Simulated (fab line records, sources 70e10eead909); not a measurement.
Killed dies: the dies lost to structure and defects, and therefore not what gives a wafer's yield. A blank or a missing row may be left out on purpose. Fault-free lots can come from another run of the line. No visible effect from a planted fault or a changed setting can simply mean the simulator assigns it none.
fab line records | flow nand-harc
record lots=5 | wafers=15 | last-day=34
route steps=1302 shown P_ZERO_WELL@14 END@1302
lots that met no fault: from a run of the same line without faults
start-h: hours from the record's opening day to when the first of the lot's shown wafers began | wait-h: hours elapsed since this lot's preceding step | " as in the row above | L1.1+2: a row that stands for several wafers | - no value present, or no start provided | * or withheld: withheld | < > ~ a bound
route shown NAME@n: NAME is a module with steps in the file, n the number in the route of the first one | usual: mean and standard deviation over wafers with no fault | same: alike in all rows | chamber/n: place in a boat | sites: per-site readings | _std_site: the values' standard deviation | _edge_site: the outer-site mean with the inner-site mean subtracted | radius-mm: for every site, how far away it sits from the centre of the wafer | mask NAME#n: copy n | behind: tool/chamber where the wafer was last shaped | hold: reason for holding the lot/hours on hold/outcome of the hold | device: the n, p or np transistor that did not switch | end of line: the same wafers' tests at the end of the route | a step without rows: its recipe alone | killed: not the wafer's yield, but the dies lost to structure and defects at the first sort | map: a wafer's dies, x killed, . not, _ none there
set.NAME: the setting as run; set.NAME@STEP: as run at that earlier step | model.NAME: the simulator's own value behind a step, which no gauge read
lots at selected steps of the route; one table per step, one row per wafer
services: from which hour (start-h, from the record's first day; less than 0 if before it) a tool's chamber was out of use, for how many hours, and why
## steps
# step NHARC_P_ZERO_WELL_CD_MEAS_11
# recipe target-cd-nm=500 | landing-energy-ev=500
# usual cd-nm=500.4/2.5
lot.wafer | tool      | chamber | start-h | wait-h | cd-nm
L165.3    | cd-sem-01 | 0       | 31.12   | -      | 500.0
L165.4    | "         | 0       | "       | "      | 503.5
L165.6    | "         | 0       | "       | "      | 494.3
L179.1    | cd-sem-02 | 0       | 171.24  | -      | 505.7
L179.3    | "         | 0       | "       | "      | 502.3
L179.6    | "         | 0       | "       | "      | 501.3
L182.2    | cd-sem-02 | 0       | 201.27  | -      | 498.1
L182.5    | "         | 0       | "       | "      | 500.6
L182.6    | "         | 0       | "       | "      | 502.3
L186.2    | cd-sem-02 | 0       | 241.11  | -      | 503.2
L186.3    | "         | 0       | "       | "      | 506.1
L186.5    | "         | 0       | "       | "      | 496.7
L187.2    | cd-sem-01 | 0       | 251.23  | -      | 501.7
L187.4    | "         | 0       | "       | "      | 500.4
L187.6    | "         | 0       | "       | "      | 498.2
# step NHARC_P_ZERO_WELL_HARDBAKE_12
# recipe temp-c=118 | time-s=65
# step NHARC_P_ZERO_WELL_DESCUM_13
# recipe time-s=3 | o2-flow-sccm=200 | ar-flow-sccm=0 | bias-power-w=0 | chemistry=O2
# usual drypump-motor-current-A=5.9/0.35 | oes-product-au=1.003/0.013 | rf-vpp-V=57.8/0.87 | showerhead-plenum-p-Torr=1.91/0.11 | throttle-valve-pct=11.311/0.009
lot.wafer | tool        | chamber | start-h | wait-h | drypump-motor-current-A | oes-product-au | rf-hours-counter-h | rf-vpp-V | showerhead-plenum-p-Torr | throttle-valve-pct
L165.3    | rie-diel-11 | 1       | 31.27   | -      | 5.4                     | 1.013          | 40                 | 56.7     | 1.79                     | 11.284
L165.4    | "           | 2       | "       | "      | 6.1                     | 0.995          | 36                 | 56.0     | 1.77                     | 11.315
L165.6    | "           | 1       | "       | "      | 5.4                     | 1.001          | -                  | 55.9     | 1.79                     | 11.313
L179.3    | rie-diel-11 | 0       | 171.39  | -      | 5.6                     | 1.010          | 23                 | 56.7     | 2.02                     | 11.303
L179.1    | "           | 3       | "       | "      | 6.1                     | 1.001          | 26                 | 57.5     | 1.93                     | 11.317
L179.6    | "           | 1       | "       | "      | 5.5                     | 0.981          | -                  | 58.1     | 1.77                     | 11.303
L182.2    | rie-diel-10 | 2       | 201.43  | -      | 5.7                     | 1.028          | 50                 | 57.0     | 1.91                     | 11.331
L182.6    | "           | 2       | "       | "      | 5.7                     | 1.021          | -                  | 58.0     | 1.91                     | 11.299
L182.5    | "           | 0       | "       | "      | 5.6                     | 1.018          | -                  | 58.3     | 1.92                     | 11.326
L186.2    | rie-diel-11 | 1       | 241.27  | -      | 5.5                     | 0.993          | 43                 | 56.9     | 1.77                     | 11.298
L186.3    | "           | 0       | "       | "      | 5.6                     | 1.026          | 40                 | 58.4     | 2.02                     | 11.308
L186.5    | "           | 2       | "       | "      | 6.2                     | 0.998          | -                  | 58.6     | 2.06                     | 11.311
L187.2    | rie-diel-05 | 2       | 251.40  | -      | 6.1                     | 1.025          | 2                  | 58.1     | 1.82                     | 11.312
L187.4    | "           | 0       | "       | "      | 6.6                     | 0.996          | 3                  | 57.4     | 1.86                     | 11.301
L187.6    | "           | 1       | "       | "      | 6.1                     | 1.009          | -                  | 59.2     | 2.06                     | 11.317
# step NHARC_P_ZERO_WELL_ETCH_65
# recipe target-depth-a=800 | overetch-a=240 | time-s=87.88 | ion-energy-ev=200 | n2-flow-sccm=150 | h2-flow-sccm=150 | ar-flow-sccm=0 | rf-w=400 | bias-w=150 | chemistry=N2/H2
# usual drypump-motor-current-A=5.9/0.34 | oes-product-au=1.003/0.012 | rf-vpp-V=430/3.3 | showerhead-plenum-p-Torr=2.03/0.12 | throttle-valve-pct=14.170/0.0097
lot.wafer | tool        | chamber | start-h | wait-h | drypump-motor-current-A | oes-product-au | rf-hours-counter-h | rf-vpp-V | showerhead-plenum-p-Torr | throttle-valve-pct
L165.3    | rie-diel-11 | 3       | 31.36   | 0.1    | 6.1                     | 1.010          | 25                 | 432      | 2.08                     | 14.165
L165.4    | "           | 1       | "       | "      | 5.5                     | 0.999          | 40                 | 426      | 1.90                     | 14.153
L165.6    | "           | 3       | "       | "      | 6.1                     | 1.013          | -                  | 432      | 2.08                     | 14.158
L179.1    | rie-diel-11 | 3       | 171.48  | 0.1    | 6.1                     | 1.000          | 26                 | 431      | 2.06                     | 14.160
L179.3    | "           | 2       | "       | "      | 6.2                     | 0.992          | 29                 | 434      | 2.21                     | 14.175
L179.6    | "           | 3       | "       | "      | 6.0                     | 0.996          | -                  | 430      | 2.06                     | 14.173
L182.2    | rie-diel-10 | 3       | 201.53  | 0.1    | 5.9                     | 0.993          | 50                 | 425      | 1.90                     | 14.189
L182.5    | "           | 0       | "       | "      | 5.7                     | 1.009          | -                  | 431      | 2.04                     | 14.169
L182.6    | "           | 2       | "       | "      | 5.7                     | 1.017          | -                  | 430      | 2.04                     | 14.161
L186.3    | rie-diel-11 | 2       | 241.36  | 0.1    | 6.1                     | 0.991          | 44                 | 437      | 2.20                     | 14.163
L186.2    | "           | 0       | "       | "      | 5.6                     | 1.012          | 40                 | 434      | 2.16                     | 14.156
L186.5    | "           | 1       | "       | "      | 5.5                     | 1.004          | -                  | 426      | 1.88                     | 14.167
L187.2    | rie-diel-05 | 3       | 251.47  | 0.1    | 5.9                     | 1.005          | 3                  | 427      | 1.92                     | 14.159
L187.4    | "           | 0       | "       | "      | 6.6                     | 1.004          | 3                  | 428      | 1.99                     | 14.164
L187.6    | "           | 0       | "       | "      | 6.6                     | 1.006          | -                  | 429      | 1.99                     | 14.165
# step NHARC_P_ZERO_WELL_ETCH_62
# recipe target-depth-a=130 | time-s=6.5 | chf3-flow-sccm=50 | ar-flow-sccm=200 | rf-w=500 | bias-w=200 | chemistry=CHF3/Ar
# usual drypump-motor-current-A=5.9/0.34 | oes-product-au=0.963/0.02 | rf-vpp-V=370.3/2.9 | showerhead-plenum-p-Torr=2.33/0.12 | throttle-valve-pct=20.217/0.0087
lot.wafer | tool        | chamber | start-h | wait-h | drypump-motor-current-A | oes-product-au | rf-hours-counter-h | rf-vpp-V | showerhead-plenum-p-Torr | throttle-valve-pct
L165.4    | rie-diel-11 | 1       | -       | -      | 5.5                     | 0.969          | 40                 | 367.2    | 2.19                     | 20.216
L165.3    | "           | 3       | "       | "      | 6.0                     | 0.990          | 25                 | 371.7    | 2.39                     | 20.223
L165.6    | "           | 0       | "       | "      | 5.6                     | 0.966          | -                  | 374.1    | 2.49                     | 20.216
L179.3    | rie-diel-11 | 2       | -       | -      | 6.2                     | 0.961          | 29                 | 374.1    | 2.52                     | 20.214
L179.1    | "           | 0       | "       | "      | 5.7                     | 0.977          | 23                 | 372.9    | 2.47                     | 20.210
L179.6    | "           | 3       | "       | "      | 6.1                     | 0.973          | -                  | 371.9    | 2.37                     | 20.215
L182.2    | rie-diel-10 | 0       | -       | -      | 5.7                     | 0.961          | 50                 | 368.6    | 2.35                     | 20.216
L182.6    | "           | 0       | "       | "      | 5.7                     | 0.959          | -                  | 371.0    | 2.35                     | 20.224
L182.5    | "           | 2       | "       | "      | 5.7                     | 0.982          | -                  | 371.6    | 2.34                     | 20.224
L186.3    | rie-diel-11 | 0       | -       | -      | 5.6                     | 0.995          | 40                 | 373.4    | 2.47                     | 20.223
L186.2    | "           | 3       | "       | "      | 6.1                     | 0.987          | 45                 | 371.4    | 2.36                     | 20.216
L186.5    | "           | 0       | "       | "      | 5.6                     | 1.004          | -                  | 374.2    | 2.47                     | 20.209
L187.4    | rie-diel-05 | 2       | -       | -      | 6.1                     | 0.971          | 2                  | 367.7    | 2.23                     | 20.234
L187.2    | "           | 3       | "       | "      | 5.9                     | 0.981          | 3                  | 366.6    | 2.21                     | 20.224
L187.6    | "           | 2       | "       | "      | 6.1                     | 0.975          | -                  | 366.3    | 2.23                     | 20.208
# step NHARC_P_ZERO_WELL_ETCH_63
# recipe target-depth-a=1200 | time-s=40.1 | hbr-flow-sccm=150 | cl2-flow-sccm=50 | rf-w=400 | icp-w=400 | bias-w=100 | chemistry=HBr/Cl2
# usual drypump-motor-current-A=5.8/0.58 | oes-product-au=0.998/0.013 | throttle-valve-pct=26.406/0.0093
lot.wafer | tool      | chamber | start-h | wait-h | drypump-motor-current-A | oes-product-au | rf-hours-counter-h | throttle-valve-pct
L165.4    | rie-si-04 | 2       | 31.54   | -      | 5.0                     | 0.994          | 0.2                | 26.411
L165.3    | "         | 0       | "       | "      | 6.0                     | 1.003          | 0.3                | 26.404
L165.6    | "         | 2       | "       | "      | 5.0                     | 0.983          | -                  | 26.416
L179.1    | rie-si-01 | 1       | 171.67  | -      | 5.6                     | 1.004          | 0.9                | 26.398
L179.3    | "         | 2       | "       | "      | 5.9                     | 1.000          | 0.8                | 26.406
L179.6    | "         | 0       | "       | "      | 6.0                     | 1.002          | -                  | 26.397
L182.2    | rie-si-04 | 3       | 201.75  | -      | 6.0                     | 0.999          | 0.2                | 26.404
L182.6    | "         | 0       | "       | "      | 6.1                     | 0.994          | -                  | 26.402
L182.5    | "         | 3       | "       | "      | 6.0                     | 1.009          | -                  | 26.402
L186.2    | rie-si-03 | 0       | 241.52  | -      | 4.7                     | 1.001          | 0.0                | 26.394
L186.3    | "         | 3       | "       | "      | 6.2                     | 1.014          | 0.0                | 26.397
L186.5    | "         | 0       | "       | "      | 4.7                     | 1.000          | -                  | 26.397
L187.4    | rie-si-03 | 0       | 251.64  | -      | 4.7                     | 0.994          | 0.1                | 26.395
L187.2    | "         | 2       | "       | "      | 5.2                     | 0.975          | 0.2                | 26.420
L187.6    | "         | 0       | "       | "      | 4.7                     | 0.997          | -                  | 26.403
# step NHARC_P_ZERO_WELL_STRIP_15
# recipe time-s=900 | temp-c=130 | chemistry=SPM
# step NHARC_P_ZERO_WELL_DEHYDRATE_16
# recipe temp-c=150 | time-s=120
# step NHARC_P_ZERO_WELL_HMDS_17
# recipe time-s=30
# step NHARC_P_ZERO_WELL_COAT_18
# recipe spin-rpm=withheld
# step NHARC_P_ZERO_WELL_SOFTBAKE_19
# recipe temp-c=122 | time-s=95
# step NHARC_P_ZERO_WELL_EBR_20
# step NHARC_P_ZERO_WELL_EXPOSE_21
# recipe na=0.6 | target-cd-nm=720 | dose-mj=22.31 | mask-id=P_NWELL
lot.wafer  | tool           | chamber | start-h | wait-h | mask
L165.3+4+6 | krf-scanner-03 | 0       | 32.32   | -      | P_NWELL#0
L179.1+3+6 | krf-scanner-02 | 0       | 172.42  | -      | P_NWELL#0
L182.2+5+6 | krf-scanner-03 | 0       | 202.52  | -      | P_PWELL#0
L186.2+3+5 | krf-scanner-03 | 0       | 242.17  | -      | P_NWELL#0
L187.2+4+6 | krf-scanner-04 | 0       | 252.43  | -      | P_NWELL#0
# step NHARC_P_ZERO_WELL_PEB_22
# recipe peb-temp-c=118 | peb-time-s=85
# step NHARC_P_ZERO_WELL_DEVELOP_23
# recipe time-s=70
# step NHARC_P_ZERO_WELL_CD_MEAS_24
# recipe target-cd-nm=720 | landing-energy-ev=500
# usual cd-nm=721.7/2
lot.wafer | tool      | chamber | start-h | wait-h | cd-nm
L165.3    | cd-sem-01 | 0       | 32.47   | -      | 722.8
L165.4    | "         | 0       | "       | "      | 721.6
L165.6    | "         | 0       | "       | "      | 720.1
L179.1    | cd-sem-02 | 0       | 172.57  | -      | 717.8
L179.3    | "         | 0       | "       | "      | 721.2
L179.6    | "         | 0       | "       | "      | 724.0
L182.2    | cd-sem-02 | 0       | 202.68  | -      | -
L182.5    | "         | 0       | "       | "      | -
L182.6    | "         | 0       | "       | "      | -
L186.2    | cd-sem-02 | 0       | 242.33  | -      | 723.8
L186.3    | "         | 0       | "       | "      | 722.2
L186.5    | "         | 0       | "       | "      | 721.8
L187.2    | cd-sem-02 | 0       | 252.58  | -      | 722.3
L187.4    | "         | 0       | "       | "      | 721.1
L187.6    | "         | 0       | "       | "      | 724.7
# step NHARC_P_ZERO_WELL_HARDBAKE_25
# recipe temp-c=125 | time-s=80
# step NHARC_END_SORT_01
# recipe temp-c=25
# usual defect-limited-yield=91.0/2.5 | killed-at-array=56/17 | killed-at-other=0.9/1.2 | killed-at-periphery=3.9/2.5 | killed-dies=61/17 | killed-open=3.2/1.8 | killed-short=2.7/1.7
# same gross-dies=677
lot.wafer | tool      | chamber | start-h | wait-h | defect-limited-yield[%] | killed-at-array | killed-at-other | killed-at-periphery | killed-dies | killed-open | killed-short
L165.3    | prober-01 | 0       | 574.10  | 3.1    | 94.4                    | 26              | 3               | 9                   | 38          | 6           | 1
L165.4    | prober-01 | 0       | 574.89  | 3.4    | 92.2                    | 48              | 1               | 4                   | 53          | 4           | 3
L165.6    | prober-01 | 0       | 576.48  | 4.0    | 95.4                    | 27              | 0               | 4                   | 31          | 3           | 4
L179.1    | prober-01 | 0       | 731.39  | 2.5    | 88.3                    | 71              | 3               | 5                   | 79          | 8           | 4
L179.3    | prober-01 | 0       | 732.98  | 3.1    | 89.1                    | 69              | 1               | 4                   | 74          | 3           | 6
L179.6    | prober-01 | 0       | 735.37  | 4.0    | 91.6                    | 56              | 0               | 1                   | 57          | 6           | 2
# killed by level:class
L165.3 A_SLIT:chamber-film-flake=14 P_CONTACT:geometric-particle:open=3 A_CHANNEL_HOLE_D2:chamber-film-flake=3 P_ZERO_WELL:chamber-film-flake=2 P_BONDPAD:chamber-film-flake=2 A_WL_FILL:chamber-film-flake=2 A_M1:chamber-film-flake=2 THIN_TSV:chamber-film-flake=2
L165.4 A_SLIT:chamber-film-flake=27 A_CHANNEL_HOLE_D2:chamber-film-flake=5 A_STAIRCASE:chamber-film-flake=4 A_CONTACT:chamber-film-flake=3 A_BLC:geometric-particle:open=2 P_BONDPAD:chamber-film-flake=2 A_CHANNEL_FILL_D1:chamber-film-flake=2 P_M1:geometric-particle:open=1
L165.6 A_SLIT:chamber-film-flake=12 A_CHANNEL_HOLE_D2:chamber-film-flake=3 A_CHANNEL_HOLE_D1:geometric-particle:short=2 P_BONDPAD:chamber-film-flake=2 P_BONDPAD:geometric-particle:short=1 A_ONON_D2:geometric-particle:short=1 A_ONON_D2:geometric-particle:open=1 A_CHANNEL_FILL_D2:geometric-particle:open=1
L179.1 A_CHANNEL_HOLE_D1:chamber-film-flake=35 A_CHANNEL_HOLE_D2:chamber-film-flake=14 A_ZERO_WELL:chamber-film-flake=4 A_SLIT:chamber-film-flake=4 A_M0:geometric-particle:open=3 THIN_TSV:chamber-film-flake=3 P_M0:geometric-particle:open=2 P_GATE:chamber-film-flake=2
L179.3 A_CHANNEL_HOLE_D1:chamber-film-flake=37 A_CHANNEL_HOLE_D2:chamber-film-flake=16 A_CONTACT:chamber-film-flake=6 P_CONTACT:chamber-film-flake=2 A_ZERO_WELL:chamber-film-flake=2 P_CONTACT:geometric-particle:open=1 P_CONTACT:geometric-particle:short=1 A_ONON_D1:geometric-particle:short=1
L179.6 A_CHANNEL_HOLE_D1:chamber-film-flake=27 A_CHANNEL_HOLE_D2:chamber-film-flake=11 A_SLIT:chamber-film-flake=5 A_ONON_D2:geometric-particle:open=2 A_M0:geometric-particle:open=2 A_CONTACT:chamber-film-flake=2 A_ONON_D1:geometric-particle:open=1 A_CHANNEL_FILL_D2:geometric-particle:short=1
## services
tool           | chamber | start-h | hours | kind
rie-diel-10    | 1       | 26.63   | 13.7  | repair
rie-diel-05    | 2       | 36.42   | 3.6   | repair
rie-diel-11    | 1       | 38.98   | 5.0   | repair
rie-si-03      | -       | 44.00   | 9.0   | pm
rie-diel-05    | 0       | 47.12   | 2.1   | repair
krf-scanner-03 | -       | 52.00   | 4.0   | pm
rie-diel-05    | -       | 53.46   | 9.0   | pm
rie-diel-10    | 3       | 59.28   | 5.1   | repair
rie-diel-10    | -       | 65.67   | 9.0   | pm
rie-diel-11    | -       | 66.41   | 0.3   | repair
rie-diel-11    | -       | 78.55   | 9.0   | pm
rie-diel-10    | -       | 106.04  | 0.7   | repair
rie-diel-10    | 2       | 120.65  | 10.4  | repair
rie-si-03      | 3       | 122.57  | 2.8   | repair
rie-si-03      | 0       | 127.98  | 14.8  | repair
rie-diel-11    | 0       | 135.50  | 8.6   | repair
rie-diel-10    | 1       | 173.21  | 33.8  | repair
rie-diel-11    | 2       | 209.85  | 5.9   | repair
rie-diel-11    | -       | 212.84  | 2.0   | repair
krf-scanner-03 | -       | 224.00  | 4.0   | pm
rie-diel-05    | -       | 231.41  | 9.0   | pm
rie-diel-10    | -       | 242.80  | 9.0   | pm
krf-scanner-03 | -       | 245.66  | 0.7   | repair
krf-scanner-03 | -       | 250.28  | 3.7   | repair
## key
first-sign step=NHARC_P_ZERO_WELL_EXPOSE_21 | reading=mask | direction=changed
effect step=NHARC_P_ZERO_WELL_CD_MEAS_24 | reading=cd-nm | direction=missing
met-at NHARC_P_ZERO_WELL_EXPOSE_21
struck-wafers L182.2,L182.5,L182.6
rows-end L182.2,L182.5,L182.6
onset-between 32.32 202.52
fault kind=wrong-mask | tool=any | chamber=- | onset-h=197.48 | steps=NHARC_P_ZERO_WELL_EXPOSE_21 | aux-copy=P_PWELL#0 | scope=struck-lots-only
# rows-end: these wafers met a further fault down the route, and their rows from its step on are left out
